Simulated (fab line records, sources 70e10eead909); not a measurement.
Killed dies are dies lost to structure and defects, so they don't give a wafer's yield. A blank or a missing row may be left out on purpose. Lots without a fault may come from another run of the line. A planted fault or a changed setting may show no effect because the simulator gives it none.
Which tool did it? | flow nand_harc | 6 lots, 18 wafers sampled, at 5 steps of a route of 1302

WHAT THE GAUGES READ, wafer by wafer
NHARC_END_SORT_01.
lot  | measured     | on        | killed_at_periphery
L341 | day 24 07:41 | prober-02 | 5 10 6
L363 | day 34 06:13 | prober-01 | 10 7 3

WHICH TOOL RAN EACH LOT (tool, then ch and the chambers of the sampled wafers, then the start)
lot  | NHARC_A_CHANNEL_HOLE_D2_ETCH_21  | NHARC_A_CHANNEL_HOLE_D2_ETCH_25  | NHARC_A_CHANNEL_HOLE_D2_ETCH_26  | NHARC_A_CHANNEL_FILL_D2_ALD_16
L341 | har_etch-01 ch 0,1, day 13 02:11 | har_etch-01 ch 0,1, day 13 04:40 | har_etch-01 ch 0,1, day 13 05:34 | ald_hk-03 ch 0,1,3, day 13 23:23
L344 | har_etch-01 ch 0,1, day 14 11:50 | har_etch-01 ch 0,1, day 14 14:23 | har_etch-01 ch 0,1, day 14 15:08 | ald_hk-04 ch 0,3, day 15 05:56
L354 | har_etch-02 ch 0,1, day 18 22:24 | har_etch-02 ch 0,1, day 19 00:53 | har_etch-02 ch 0,1, day 19 01:46 | ald_hk-01 ch 0,1, day 19 17:57
L356 | har_etch-01 ch 0,1, day 19 10:38 | har_etch-01 ch 0,1, day 19 13:07 | har_etch-01 ch 0,1, day 19 13:59 | ald_hk-04 ch 0,2, day 20 04:09
L361 | har_etch-01 ch 0,1, day 21 16:55 | har_etch-01 ch 0,1, day 21 19:23 | har_etch-01 ch 0,1, day 21 20:16 | ald_hk-03 ch 0,1,3, day 22 11:04
L363 | har_etch-01 ch 0,1, day 23 03:45 | har_etch-01 ch 0,1, day 23 06:25 | har_etch-01 ch 0,1, day 23 06:58 | ald_hk-04 ch 0,1,3, day 23 20:23
- NHARC_A_CHANNEL_HOLE_D2_ETCH_21: etches the open film in C4F8/O2/Ar, time 514.3 s, target depth 1600 nm.
- NHARC_A_CHANNEL_HOLE_D2_ETCH_25: etches the open film in C4F8/O2/Ar, time 1040.2 s, target depth 1500 nm.
- NHARC_A_CHANNEL_HOLE_D2_ETCH_26: etches the open film in C4F8/O2/Ar, time 224.1 s, target depth 300 nm.
- NHARC_A_CHANNEL_FILL_D2_ALD_16: deposits SiO2, target thk 1.5 nm, pulse time 10 s, ald cycles 15.

THE ANSWER, worked out from the rows above alone
Rule: what is usual is taken from the lots themselves. Put in order of their means at a reading, lots are off if they are a third of the lots or fewer, leave a main group of 4 or more, and stand apart from it by a gap of 3 or more times the standard deviation of the main group's means; of several such gaps the widest counts. A main group whose means are all the same, to the digits that the tables above print for the reading, isn't used. A lot without any number at a reading at which 4 lots or more have one is off too. The other lots that the step has rows for count as sound.
No lot is off at any reading shown: from this, nothing can be told.

WHAT THE SIMULATOR HAD PUT IN
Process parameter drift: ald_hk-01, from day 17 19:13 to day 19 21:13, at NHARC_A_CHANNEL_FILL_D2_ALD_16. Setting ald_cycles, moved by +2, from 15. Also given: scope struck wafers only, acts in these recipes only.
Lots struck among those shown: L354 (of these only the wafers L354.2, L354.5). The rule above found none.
